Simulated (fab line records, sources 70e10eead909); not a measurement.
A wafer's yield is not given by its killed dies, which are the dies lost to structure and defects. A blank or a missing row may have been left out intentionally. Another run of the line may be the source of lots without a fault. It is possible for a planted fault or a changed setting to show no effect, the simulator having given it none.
Problem report in the 8D (eight disciplines) form, filled by code	flow nand harc	the parts of the form that need people (team, actions taken, sign-off) are left out

1. THE PROBLEM
Wafers without a fault read 29, standard deviation 11; killed at array at NHARC_END_SORT_01 reads a mean of 673 on 9 wafers belonging to 3 lots. Measured from the usual mean, that is +59 standard deviations.
Earliest sighting: wafer L958.2 on prober-01 at day 23 19:23. At this step, 9 wafers from 3 lots have a number in the record. By rule, "out" or "out of limits" means more than 4 standard deviations away from the usual mean. All remaining wafers that have a number are taken as sound.

2. WHAT IT IS; WHAT IT IS NOT
question	is	is not
which readings at this step	killed at array, killed dies	killed at periphery, killed open, killed short
which lots	L958, L959, L960	-
which wafers of those lots	all that have a number	-
read on which gauges	prober-01, prober-02	-
when	from day 23 19:23	up to then (0 sound wafers)

3. THE SUSPECTS, EACH WITH WHAT RULES IT OUT
Counting: any tool at a process step up to the reading is kept as a suspect provided that every lot that is out went through it and no sound lot did after the first of them.
- the gauge at NHARC_END_SORT_01 is ruled out. 2 gauges (prober-01, prober-02) read the wafers that are out.
- rie diel-02 at NHARC_A_STAIRCASE_DESCUM_312 (chemistry O2, time 3 s): kept. It ran every lot that is out, first L958 (day 16 01:25), and no sound lot after that.
- rie diel-02 at NHARC_A_STAIRCASE_HM_OPEN_463 (chemistry O2/COS): kept. It ran every lot that is out, first L958 (day 16 01:38), and no sound lot after that.
- rie diel-02 at NHARC_A_STAIRCASE_ETCH_315 (etches the open film in C4F8/O2/Ar, target depth 2500 nm, time 607.1 s): kept. It ran every lot that is out, first L958 (day 23 19:23), and no sound lot after that. With no start given for some of its lots, NHARC_A_STAIRCASE_ETCH_315 uses the hours and lot order of NHARC_END_SORT_01.
rie diel-02 at NHARC_A_STAIRCASE_DESCUM_312, rie diel-02 at NHARC_A_STAIRCASE_HM_OPEN_463 and rie diel-02 at NHARC_A_STAIRCASE_ETCH_315 are what is left after counting.

4. THE CAUSE (what the simulator had put in)
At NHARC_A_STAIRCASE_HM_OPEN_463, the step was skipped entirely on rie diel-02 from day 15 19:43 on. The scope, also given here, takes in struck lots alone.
Counting left 3 suspects, and this tool is among them.

5. THE EFFECT CHAIN, in route order
Rows list readings where the struck wafers' mean (over those with a number) sits beyond 3 standard deviations from the usual. Only readings for which the record gives a usual standard deviation are gone through. hours: the time from each lot's start at the first step in this table that gives one to its start at this step, as a median over the lots. sigmas: the change in usual standard deviations.
hours	step	reading	usual	on struck wafers	change	sigmas
0	NHARC_END_SORT_01	killed at array	29	673	+644	+59
0	NHARC_END_SORT_01	killed dies	33	677	+644	+59
Readings that are blank on the struck wafers while sound wafers have them: bias w at NHARC_A_STAIRCASE_HM_OPEN_463; chamber pressure mTorr at NHARC_A_STAIRCASE_HM_OPEN_463; drypump motor current A at NHARC_A_STAIRCASE_HM_OPEN_463; mfc ar sccm at NHARC_A_STAIRCASE_HM_OPEN_463; o2 flow sccm at NHARC_A_STAIRCASE_HM_OPEN_463; oes product au at NHARC_A_STAIRCASE_HM_OPEN_463; rf fwd power W at NHARC_A_STAIRCASE_HM_OPEN_463; rf vpp V at NHARC_A_STAIRCASE_HM_OPEN_463; and 2 more.

6. WHAT WOULD HAVE CAUGHT IT SOONER
In this record the first reading out of limits at a measuring or inspecting step was taken at day 23 19:23, 192 hours after the fault began at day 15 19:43.
At NHARC_A_STAIRCASE_HM_OPEN_463 the tool's readings are blank on the struck wafers, where sound wafers have them: an empty tool record is the first sign, and it was there at once.
The start of NHARC_A_STAIRCASE_HM_OPEN_463 on rie diel-02 came by day 23 19:23 for every one of the lots that are out (3). None of them would have been spared by holding the tool at that moment.
